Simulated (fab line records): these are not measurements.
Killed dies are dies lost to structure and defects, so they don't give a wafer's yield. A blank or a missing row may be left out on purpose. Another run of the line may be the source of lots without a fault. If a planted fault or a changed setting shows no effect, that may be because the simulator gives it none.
fab line records	flow n5_finfet	part 2 of 2: steps 4 to 6 of 6
[record] lots = 19	wafers = 57	last_day = 20
route steps=1938 shown BEOL_M1@773 BEOL_M2@855
lots with no fault: from the same line, run without faults
start_h: hours from the record's opening day to when the first of the lot's shown wafers began	wait_h: how many hours have passed since the lot's step before this one	" the same as in the row above	L1.1+2: a single row standing in for several wafers	- no value present, or no start provided	* or withheld: withheld	< > ~ a bound
route shown NAME@n: a module of which the file shows steps, and the number in the route of the first	usual: the fault-free wafers' mean and standard deviation	same: alike in all rows	chamber/n: place in a boat	sites: readings site by site	_std_site: standard deviation across them	_edge_site: the outer-site mean with the inner-site mean subtracted	radius_mm: how far each site lies from the wafer's centre	mask NAME#n: copy n	behind: tool/chamber where the wafer was last shaped	hold: why the lot was held/for how many hours/how that ended	device: the transistor (n, p or np) that didn't switch	end of line: the route-end tests of the same wafers	where a step has no rows: the recipe by itself	killed: count of dies lost to structure and defects at first sort (not the wafer's yield)	map: shows each die of a wafer: x if killed, . if not, _ if none is there
set.NAME: the setting as run; set.NAME@STEP: as run at that earlier step	model.NAME: the simulator's own value behind a step, which no gauge read
the route's steps for a sample of lots (tables are steps, rows are wafers)
services: a tool's chamber out of use, with start hour (start_h, from the record's first day; less than 0 if before it), hours out, and reason
[[steps]]
[step N5_BEOL_M1_STRIP_97]
[recipe] chemistry = N2/H2	time_s = 10	power_w = 450	temp_c = 40	pressure_mtorr = 20	rf_frequency_hz = 6e+07	bias_power_w = 7	n2_flow_sccm = 200	h2_flow_sccm = 200
[usual] drypump_motor_current_A = 5.7/0.43	oes_product_au = 0.78/0.09	rf_vpp_V = 59.2/0.77	showerhead_plenum_p_Torr = 2.51/0.077	throttle_valve_pct = 23.77/0.19
lot.wafer	tool	chamber	start_h	wait_h	drypump_motor_current_A	oes_product_au	rf_hours_counter_h	rf_vpp_V	showerhead_plenum_p_Torr	throttle_valve_pct
L074.2	rie_diel-02	2	-	-	6.0	0.89	47	58.7	2.48	23.67
L074.5	"	1	"	"	5.5	0.77	-	58.7	2.44	23.96
L074.6	"	2	"	"	6.1	0.89	-	59.5	2.48	23.65
L075.2	rie_diel-03	3	-	-	5.5	0.72	164	60.1	2.64	23.71
L075.3	"	1	"	"	5.7	0.74	169	59.2	2.53	24.24
L075.4	"	2	"	"	5.7	0.71	192	59.6	2.42	23.60
L076.1	rie_diel-02	0	-	-	4.8	0.68	243	60.2	2.60	23.98
L076.2	"	2	"	"	6.0	0.88	52	59.3	2.47	23.68
L076.4	"	0	"	"	4.8	0.68	-	58.6	2.60	23.99
L078.1	rie_diel-02	1	-	-	5.6	0.75	151	59.4	2.43	23.96
L078.3	"	2	"	"	6.1	0.86	55	58.5	2.47	23.67
L078.5	"	2	"	"	6.0	0.87	-	58.9	2.47	23.66
L079.3	rie_diel-02	1	-	-	5.6	0.75	158	58.6	2.43	23.97
L079.5	"	1	"	"	5.6	0.74	-	59.6	2.43	23.98
L079.6	"	2	"	"	6.1	0.87	-	59.6	2.47	23.68
L080.3	rie_diel-03	0	-	-	5.9	0.82	96	58.5	2.67	23.92
L080.5	"	2	"	"	5.7	0.70	-	59.0	2.42	23.61
L080.6	"	3	"	"	5.5	0.72	-	58.5	2.63	23.71
L082.1	rie_diel-02	3	-	-	5.9	0.73	185	59.7	2.43	23.78
L082.3	"	0	"	"	4.8	1.00	3	59.5	2.60	23.63
L082.4	"	2	"	"	6.1	0.85	68	59.2	2.47	23.66
L083.1	rie_diel-02	3	-	-	5.9	0.73	186	59.8	2.43	23.78
L083.4	"	2	"	"	6.1	0.85	69	58.9	2.47	23.70
L083.6	"	0	"	"	4.8	0.97	-	59.6	2.59	23.62
L085.2	rie_diel-03	1	-	-	5.8	0.72	196	59.3	2.52	24.27
L085.3	"	3	"	"	5.5	0.70	189	59.5	2.63	23.73
L085.6	"	1	"	"	5.7	0.72	-	59.1	2.52	24.27
L086.1	rie_diel-05	0	-	-	5.8	0.68	221	58.6	2.50	23.58
L086.4	"	1	"	"	5.4	0.88	44	59.7	2.59	23.55
L086.6	"	2	"	"	6.2	0.92	-	58.9	2.49	23.49
L087.2	rie_diel-03	2	-	-	5.7	0.68	220	59.2	2.41	23.65
L087.3	"	0	"	"	5.9	0.80	108	59.1	2.67	23.94
L087.5	"	2	"	"	5.7	0.69	-	59.2	2.41	23.64
L089.2	rie_diel-05	2	-	-	6.2	0.90	30	58.1	2.48	23.51
L089.4	"	3	"	"	6.4	0.74	168	59.6	2.52	23.95
L089.5	"	3	"	"	6.4	0.74	-	58.4	2.52	23.93
L092.1	rie_diel-02	2	-	-	6.1	0.85	84	60.3	2.46	23.70
L092.2	"	0	"	"	4.8	0.95	20	60.1	2.59	23.64
L092.5	"	3	"	"	5.9	0.72	-	59.1	2.42	23.79
L090.1	rie_diel-02	2	-	-	6.1	0.83	84	59.3	2.46	23.70
L090.4	"	3	"	"	5.9	0.71	200	59.5	2.42	23.80
L090.5	"	2	"	"	6.0	0.83	-	59.6	2.46	23.71
L091.1	rie_diel-05	3	-	-	6.4	0.75	169	59.0	2.52	23.93
L091.4	"	2	"	"	6.2	0.90	30	58.7	2.48	23.53
L091.6	"	3	"	"	6.4	0.75	-	59.0	2.52	23.95
L093.1	rie_diel-05	0	-	-	5.8	0.68	234	58.9	2.50	23.58
L093.3	"	3	"	"	6.4	0.74	170	60.2	2.52	23.94
L093.5	"	1	"	"	5.3	0.87	-	59.1	2.58	23.58
L096.1	rie_diel-05	2	-	-	6.2	0.89	38	59.6	2.48	23.51
L096.2	"	3	"	"	6.4	0.74	180	59.2	2.52	23.98
L096.3	"	0	"	"	5.8	0.67	245	58.4	2.49	23.62
L095.1	rie_diel-02	0	-	-	4.8	0.91	28	58.2	2.58	23.65
L095.2	"	2	"	"	6.1	0.82	95	58.6	2.46	23.72
L095.4	"	3	"	"	5.9	0.71	211	57.8	2.42	23.80
L094.1	rie_diel-05	2	-	-	6.2	0.89	38	57.7	2.48	23.52
L094.4	"	1	"	"	5.4	0.85	70	58.0	2.58	23.58
L094.5	"	1	"	"	5.4	0.85	-	60.2	2.58	23.59
[step N5_BEOL_M2_OVL_MEAS_12]
[recipe] points_per_wafer = 522
[usual] M2_OVL = -0.3/0.66
lot.wafer	tool	chamber	start_h	wait_h	M2_OVL[nm]
L074.2	overlay-02	0	134.01	0.0	-1.1
L074.5	"	0	"	"	-0.1
L074.6	"	0	"	"	-0.4
L075.2	overlay-01	0	144.86	0.0	-1.2
L075.3	"	0	"	"	-0.2
L075.4	"	0	"	"	-1.5
L076.1	overlay-02	0	166.19	0.0	-0.3
L076.2	"	0	"	"	-0.4
L076.4	"	0	"	"	0.2
L078.1	overlay-02	0	166.99	0.0	-1.3
L078.3	"	0	"	"	-0.4
L078.5	"	0	"	"	-0.9
L079.3	overlay-02	0	211.98	0.0	0.5
L079.5	"	0	"	"	0.0
L079.6	"	0	"	"	0.1
L080.3	overlay-02	0	212.14	0.0	0.5
L080.5	"	0	"	"	0.0
L080.6	"	0	"	"	-0.5
L082.1	overlay-02	0	226.36	0.0	1.6
L082.3	"	0	"	"	0.2
L082.4	"	0	"	"	0.0
L083.1	overlay-02	0	232.03	0.0	-0.4
L083.4	"	0	"	"	-0.2
L083.6	"	0	"	"	-1.1
L085.2	overlay-01	0	244.90	0.0	-0.4
L085.3	"	0	"	"	-0.7
L085.6	"	0	"	"	-0.3
L086.1	overlay-02	0	247.38	0.0	0.0
L086.4	"	0	"	"	0.2
L086.6	"	0	"	"	-0.8
L087.2	overlay-02	0	253.47	0.0	-0.2
L087.3	"	0	"	"	-0.7
L087.5	"	0	"	"	-0.1
L089.2	overlay-01	0	281.11	0.0	-0.6
L089.4	"	0	"	"	-1.9
L089.5	"	0	"	"	-0.7
L090.1	overlay-01	0	284.39	0.0	-0.7
L090.4	"	0	"	"	0.4
L090.5	"	0	"	"	-0.7
L092.1	overlay-01	0	284.81	0.0	-0.2
L092.2	"	0	"	"	-1.9
L092.5	"	0	"	"	-0.7
L091.1	overlay-01	0	286.89	0.0	-1.3
L091.4	"	0	"	"	0.6
L091.6	"	0	"	"	-0.2
L093.1	overlay-01	0	290.15	0.0	0.1
L093.3	"	0	"	"	0.0
L093.5	"	0	"	"	-0.1
L096.1	overlay-02	0	316.38	0.0	0.2
L096.2	"	0	"	"	-0.8
L096.3	"	0	"	"	-0.3
L095.1	overlay-02	0	316.86	0.0	-0.9
L095.2	"	0	"	"	0.0
L095.4	"	0	"	"	-1.5
L094.1	overlay-01	0	317.14	0.0	-1.1
L094.4	"	0	"	"	-0.4
L094.5	"	0	"	"	-0.5
[step N5_BEOL_M2_ETCH_64]
[recipe] chemistry = N2/H2	target = SOC	target_depth_a = 750	overetch_a = 225	mask_material = SiARC	temp_c = 40	time_s = 121.9	ion_energy_ev = 200	pressure_mtorr = 30	source_w = 840	bias_w = 150	n2_flow_sccm = 200	h2_flow_sccm = 200
[usual] bias_w = 150.0/0.46	drypump_motor_current_A = 5.8/0.38	oes_product_au = 0.60/0.045	rf_vpp_V = 524.9/2.1	showerhead_plenum_p_Torr = 2.58/0.071	throttle_valve_pct = 17.85/0.2
lot.wafer	tool	chamber	start_h	wait_h	bias_w	drypump_motor_current_A	oes_product_au	rf_hours_counter_h	rf_vpp_V	showerhead_plenum_p_Torr	throttle_valve_pct
L074.2	rie_diel-01	1	134.32	0.0	150.4	5.8	0.64	74	524.3	2.58	17.75
L074.5	"	0	"	"	150.5	5.7	0.65	-	527.8	2.69	17.85
L074.6	"	3	"	"	150.5	5.6	0.60	-	523.2	2.55	17.90
L075.2	rie_diel-01	2	145.03	0.0	150.4	6.3	0.65	55	520.3	2.48	17.87
L075.3	"	1	"	"	150.3	5.7	0.64	78	526.0	2.58	17.74
L075.4	"	3	"	"	150.5	5.6	0.59	127	523.1	2.55	17.92
L076.1	rie_diel-04	3	166.42	0.0	150.4	6.5	0.57	181	525.5	2.64	17.55
L076.2	"	0	"	"	149.9	6.4	0.72	8	528.2	2.72	17.66
L076.4	"	2	"	"	150.4	5.4	0.54	197	525.9	2.63	18.38
L078.1	rie_diel-01	2	167.89	0.0	149.9	6.2	0.64	62	521.8	2.47	17.88
L078.3	"	1	"	"	150.3	5.8	0.62	85	522.7	2.57	17.78
L078.5	"	0	"	"	150.7	5.7	0.65	-	526.4	2.68	17.87
L079.3	rie_diel-04	1	212.34	0.0	150.4	5.3	0.61	96	523.6	2.56	17.43
L079.5	"	1	"	"	149.6	5.3	0.60	-	522.8	2.56	17.44
L079.6	"	0	"	"	150.3	6.4	0.70	-	528.9	2.72	17.65
L080.3	rie_diel-01	1	212.60	0.0	149.7	5.8	0.62	92	525.1	2.57	17.80
L080.5	"	1	"	"	149.3	5.8	0.62	-	523.9	2.57	17.77
L080.6	"	0	"	"	150.0	5.8	0.63	-	527.4	2.68	17.88
L082.1	rie_diel-01	2	226.53	0.0	149.3	6.2	0.64	72	522.8	2.47	17.88
L082.3	"	0	"	"	149.8	5.7	0.63	78	528.6	2.68	17.90
L082.4	"	1	"	"	149.6	5.8	0.61	95	525.0	2.57	17.79
L083.1	rie_diel-01	3	232.21	0.0	149.8	5.6	0.58	146	523.9	2.54	17.94
L083.4	"	0	"	"	151.0	5.7	0.63	80	528.0	2.68	17.92
L083.6	"	1	"	"	150.5	5.8	0.62	-	524.9	2.57	17.78
L085.2	rie_diel-01	2	245.96	0.0	149.9	6.2	0.62	80	520.9	2.47	17.91
L085.3	"	0	"	"	149.7	5.8	0.62	85	527.3	2.68	17.92
L085.6	"	3	"	"	150.4	5.6	0.58	-	523.5	2.54	17.97
L086.1	rie_diel-06	1	247.55	0.0	149.9	5.7	0.62	81	525.7	2.57	17.83
L086.4	"	0	"	"	149.7	6.0	0.56	201	523.6	2.51	18.10
L086.6	"	3	"	"	150.5	5.9	0.56	-	523.5	2.53	17.79
L087.2	rie_diel-06	1	253.64	0.0	149.6	5.8	0.62	82	526.7	2.57	17.85
L087.3	"	0	"	"	150.2	6.0	0.55	202	523.6	2.51	18.10
L087.5	"	0	"	"	150.2	5.9	0.55	-	525.1	2.51	18.10
L089.2	rie_diel-06	1	281.27	0.0	150.7	5.7	0.61	95	524.5	2.56	17.89
L089.4	"	3	"	"	149.9	5.9	0.56	170	523.7	2.53	17.80
L089.5	"	0	"	"	149.5	6.0	0.55	-	522.7	2.51	18.12
L090.1	rie_diel-01	0	284.56	0.0	150.3	5.7	0.61	97	528.1	2.67	17.95
L090.4	"	1	"	"	149.5	5.8	0.60	114	523.7	2.56	17.83
L090.5	"	1	"	"	149.9	5.8	0.60	-	525.5	2.56	17.82
L092.1	rie_diel-04	2	284.98	0.0	149.8	5.4	0.52	237	525.3	2.61	18.45
L092.2	"	1	"	"	150.7	5.3	0.58	128	523.8	2.55	17.49
L092.5	"	3	"	"	149.4	6.5	0.56	-	525.9	2.62	17.60
L091.1	rie_diel-06	0	287.38	0.0	149.9	5.9	0.54	216	524.1	2.51	18.11
L091.4	"	1	"	"	149.8	5.7	0.61	98	523.7	2.56	17.88
L091.6	"	3	"	"	150.6	5.9	0.56	-	524.0	2.53	17.80
L093.1	rie_diel-04	0	290.40	0.0	150.1	6.4	0.65	50	530.2	2.70	17.73
L093.3	"	1	"	"	150.7	5.3	0.58	130	523.4	2.54	17.49
L093.5	"	1	"	"	149.8	5.3	0.58	-	524.3	2.54	17.50
L096.1	rie_diel-01	2	316.74	0.0	150.3	6.3	0.60	108	521.7	2.46	17.94
L096.2	"	1	"	"	148.6	5.8	0.60	127	524.5	2.56	17.84
L096.3	"	3	"	"	149.8	5.6	0.56	180	522.8	2.53	18.00
L095.1	rie_diel-06	2	317.49	0.0	150.4	5.1	0.53	217	526.6	2.63	17.86
L095.2	"	3	"	"	149.6	5.9	0.55	184	523.7	2.52	17.81
L095.4	"	1	"	"	150.7	5.7	0.61	104	523.7	2.56	17.89
L094.1	rie_diel-06	2	317.73	0.0	150.1	5.1	0.54	217	525.9	2.63	17.85
L094.4	"	3	"	"	149.6	5.9	0.55	184	523.3	2.52	17.81
L094.5	"	0	"	"	148.9	6.0	0.54	-	522.4	2.50	18.12
[[services]]
tool	chamber	start_h	hours	kind
rie_diel-02	1	107.68	15.5	repair
rie_diel-02	2	107.69	2.9	repair
rie_diel-02	-	151.09	15.6	pm
rie_diel-06	-	152.62	0.9	repair
rie_diel-05	-	153.22	28.1	pm
rie_diel-01	0	161.28	4.4	repair
rie_diel-01	1	187.71	6.8	repair
rie_diel-05	3	189.24	1.3	repair
rie_diel-05	-	207.38	2.6	repair
rie_diel-05	1	213.83	14.7	repair
rie_diel-06	1	214.42	9.5	repair
rie_diel-05	-	217.62	0.7	repair
rie_diel-05	3	227.96	6.0	repair
rie_diel-05	1	229.85	2.6	repair
rie_diel-01	-	234.77	2.8	pm
rie_diel-02	-	241.35	2.8	pm
rie_diel-05	0	249.90	1.2	repair
rie_diel-02	3	250.98	4.4	repair
rie_diel-03	3	251.86	6.5	repair
rie_diel-05	2	281.14	7.1	repair
rie_diel-02	0	294.77	12.3	repair
rie_diel-01	0	311.39	14.6	repair
rie_diel-03	1	312.30	15.5	repair
rie_diel-05	3	315.21	3.1	repair
